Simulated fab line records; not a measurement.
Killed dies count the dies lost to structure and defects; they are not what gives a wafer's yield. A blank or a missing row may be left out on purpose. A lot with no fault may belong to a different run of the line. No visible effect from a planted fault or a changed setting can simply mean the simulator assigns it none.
Which tool did it? -- flow nandHarc -- 12 lots, 36 wafers sampled, at 5 steps of a route of 1159

## WHAT THE GAUGES READ, wafer by wafer
NHARC_A_CHANNEL_HOLE_D1_CD_MEAS_30. Usual: cdNm reads 90.1 nm (standard deviation 1.2).
lot,measured,on,cdNm (nm),flag
L407,day 8 13:17,cdSem-01,89.3 91.3 88.6,
L408,day 9 00:55,cdSem-01,89.4 90.0 91.6,
L411,day 9 09:58,cdSem-02,90.1 88.8 89.2,
L410,day 9 10:11,cdSem-03,89.0 89.7 89.5,
L413,day 10 03:34,cdSem-01,88.9 91.2 88.2,
L412,day 10 07:41,cdSem-02,90.1 90.1 92.8,
L423,day 12 21:26,cdSem-03,89.1 89.0 92.1,
L422,day 13 01:14,cdSem-02,90.5 89.9 90.6,
L426,day 13 07:01,cdSem-02,91.0 90.1 90.2,
L427,day 13 09:23,cdSem-01,90.7 89.1 91.4,
L429,day 13 22:56,cdSem-01,90.4 89.5 91.9,
L428,day 14 03:05,cdSem-01,89.7 87.9 88.4,

NHARC_END_SORT_01. Usual: killedAtArray 25, standard deviation 9.5; killedAtOther 0.8, standard deviation 1.2; killedAtPeriphery 3.4, standard deviation 2.2; killedDies 29, standard deviation 10; killedOpen 3.3, standard deviation 1.8; killedShort 2.1, standard deviation 1.4.
lot,measured,on,killedAtArray,killedAtOther,killedAtPeriphery,killedDies,killedOpen,killedShort,flag
L423,day 23 21:16,prober-02,671 671 670,2 0 1,4 6 6,677 677 677,5 3 6,0 2 1,OFF
L422,day 24 03:52,prober-01,672 670 673,0 0 0,5 7 4,677 677 677,8 6 5,1 3 3,OFF

## EACH LOT AND THE TOOL THAT RAN IT (in order: tool; ch and the chambers of the sampled wafers; start)
lot,NHARC_A_CHANNEL_HOLE_D1_DESCUM_15,NHARC_A_CHANNEL_HOLE_D1_ETCH_23,NHARC_A_CHANNEL_FILL_D1_ALD_02
L407,"rieDiel-12 ch 1,2, day 8 06:34","harEtch-02 ch 0,1, day 8 09:25","aldHk-04 ch 0,1,2, day 8 13:40"
L408,"rieDiel-04 ch 0,2,3, day 8 18:06","harEtch-02 ch 0,1, day 8 20:43","aldHk-02 ch 0,1, day 9 01:32"
L411,"rieDiel-08 ch 0,3, day 9 03:15","harEtch-02 ch 0,1, day 9 05:55","aldHk-01 ch 0,1,2, day 9 10:34"
L410,"rieDiel-12 ch 1,3, day 9 03:30","harEtch-01 ch 0,1, day 9 06:14","aldHk-02 ch 2,3, day 9 10:34"
L413,"rieDiel-12 ch 0,2, day 9 20:40","harEtch-02 ch 0,1, day 9 23:28","aldHk-02 ch 1,2,3, day 10 04:07"
L412,"rieDiel-04 ch 0,1,3, day 9 21:22","harEtch-02 ch 0,1, day 10 03:52","aldHk-02 ch 0,1,2, day 10 08:04"
L423,"rieDiel-04 ch 0,1,2, day 12 14:29","harEtch-01 ch 0,1, day 12 17:19","aldHk-01 ch 0,1,2, day 12 21:58"
L422,"rieDiel-08 ch 0,3, day 12 15:31","harEtch-02 ch 0,1, day 12 21:22","aldHk-04 ch 0,2,3, day 13 01:46"
L426,"rieDiel-12 ch 1,2,3, day 13 00:20","harEtch-02 ch 0,1, day 13 03:01","aldHk-04 ch 0,3, day 13 07:28"
L427,"rieDiel-08 ch 1,2,3, day 13 00:39","harEtch-01 ch 0,1, day 13 05:16","aldHk-04 ch 0,1,3, day 13 09:46"
L429,"rieDiel-12 ch 1,2,3, day 13 16:13","harEtch-02 ch 0,1, day 13 18:50","aldHk-01 ch 0,2,3, day 13 23:19"
L428,"rieDiel-04 ch 0,1,2, day 13 18:14","harEtch-02 ch 0,1, day 13 23:06","aldHk-01 ch 0,1,3, day 14 03:28"
- NHARC_A_CHANNEL_HOLE_D1_DESCUM_15: chemistry O2, time 3 s.
- NHARC_A_CHANNEL_HOLE_D1_ETCH_23: etches the open film in C4F8/O2/Ar, time 819 s, target depth 1600 nm.
- NHARC_A_CHANNEL_FILL_D1_ALD_02: deposits SiO2, target thk 6 nm, pulse time 10 s, ald cycles 60.

## AS READ BY THE TOOLS THEMSELVES (means over the sampled wafers that have a number; for cases with no such wafer, the mark the record gives instead)
NHARC_A_CHANNEL_HOLE_D1_DESCUM_15. Usual: drypumpMotorCurrentA 5.6 A, standard deviation 0.3; mfcArSccm 0.003 sccm, standard deviation 0.0058; oesProductAu 0.999 a.u., standard deviation 0.01; rfVppV 57.9 V, standard deviation 0.91; showerheadPlenumPTorr 1.94 Torr, standard deviation 0.081; throttleValvePct 11.311 %, standard deviation 0.01.
lot,tool,drypumpMotorCurrentA (A),mfcArSccm (sccm),oesProductAu (a.u.),rfVppV (V),showerheadPlenumPTorr (Torr),throttleValvePct (%),flag
L407,rieDiel-12,5.5,0.006,1.003,58.1,1.99,11.316,
L408,rieDiel-04,5.7,0.003,0.993,58.0,1.89,11.298,
L411,rieDiel-08,5.8,0.001,1.003,57.9,2.05,11.313,
L410,rieDiel-12,5.6,0.012,1.000,58.7,1.93,11.312,
L413,rieDiel-12,5.5,0.000,0.990,58.2,1.94,11.314,
L412,rieDiel-04,5.4,0.006,0.995,58.0,1.93,11.309,
L423,rieDiel-04,5.6,0.006,0.998,57.8,1.96,11.309,
L422,rieDiel-08,5.9,0.000,1.000,57.2,2.04,11.317,
L426,rieDiel-12,5.4,0.006,1.001,58.8,1.95,11.315,
L427,rieDiel-08,5.6,0.000,0.998,58.0,1.93,11.313,
L429,rieDiel-12,5.4,0.006,0.997,58.1,1.95,11.318,
L428,rieDiel-04,5.6,0.006,0.999,57.6,1.96,11.309,

NHARC_A_CHANNEL_HOLE_D1_ETCH_23. Usual: drypumpMotorCurrentA 6.0 A, standard deviation 0.51; escClampCurrentUA 0.0208, standard deviation 0.00045; mfcArSccm 375.0 sccm, standard deviation 1.1; showerheadPlenumPTorr 3.70 Torr, standard deviation 0.076; throttleValvePct 32.155 %, standard deviation 0.0096.
lot,tool,drypumpMotorCurrentA (A),escClampCurrentUA,mfcArSccm (sccm),showerheadPlenumPTorr (Torr),throttleValvePct (%),flag
L407,harEtch-02,6.4,0.0208,374.4,3.66,32.157,
L408,harEtch-02,6.4,0.0207,374.1,3.65,32.147,
L411,harEtch-02,6.4,0.0207,375.0,3.65,32.148,
L410,harEtch-01,5.8,0.0204,374.1,3.79,32.153,
L413,harEtch-02,6.4,0.0207,375.1,3.65,32.154,
L412,harEtch-02,6.4,0.0208,373.4,3.65,32.155,
L423,harEtch-01,5.8,0.0204,375.0,3.77,32.173,
L422,harEtch-02,6.2,0.0211,374.2,3.67,32.168,
L426,harEtch-02,6.2,0.0212,373.9,3.66,32.154,
L427,harEtch-01,5.5,0.0205,375.4,3.74,32.168,
L429,harEtch-02,6.3,0.0211,375.5,3.66,32.152,
L428,harEtch-02,6.3,0.0211,375.6,3.66,32.161,

NHARC_A_CHANNEL_FILL_D1_ALD_02. Usual: heaterPowerOuterW 251 W, standard deviation 27; heaterPowerW 457 W, standard deviation 44; precursorPulseHeightRel 1.000, standard deviation 0.019.
lot,tool,heaterPowerOuterW (W),heaterPowerW (W),precursorPulseHeightRel,flag
L407,aldHk-04,259,499,0.997,
L408,aldHk-02,266,475,0.997,
L411,aldHk-01,232,430,0.980,
L410,aldHk-02,257,474,1.026,
L413,aldHk-02,254,464,1.011,
L412,aldHk-02,270,477,1.007,
L423,aldHk-01,-,-,-,OFF
L422,aldHk-04,-,-,-,OFF
L426,aldHk-04,230,462,1.007,
L427,aldHk-04,248,457,0.998,
L429,aldHk-01,264,470,0.989,
L428,aldHk-01,242,436,1.013,

## THE ANSWER, worked out from the rows above alone
Rule: a lot is off if the mean of its wafers that have a number lies more than 3 standard deviations from the usual mean. A lot without any number at a reading at which 4 lots or more have one is off too. The other lots that the step has rows for count as sound. After the gauges, taken in route order, come the tools' own readings; for these a lot's mean is taken, as printed above. At the first step where some lot is off, the reading lying furthest off is the one used; lots without a number count as furthest.
Off at NHARC_END_SORT_01 (killedAtArray): L423, L422. Neither off nor sound, because the step has no rows for them: L407, L408, L411, L410, L413, L412, L426, L427, L429, L428.
If a tool, at a process step before that reading, ran all the lots that are off and no sound lot after the first of them, it fits. The gauges at NHARC_END_SORT_01 aren't tried: what is off there is off at NHARC_A_CHANNEL_FILL_D1_ALD_02 too, on other tools, and a gauge's error can't cause that. None of those tried fits.

## WHAT THE SIMULATOR HAD INSERTED
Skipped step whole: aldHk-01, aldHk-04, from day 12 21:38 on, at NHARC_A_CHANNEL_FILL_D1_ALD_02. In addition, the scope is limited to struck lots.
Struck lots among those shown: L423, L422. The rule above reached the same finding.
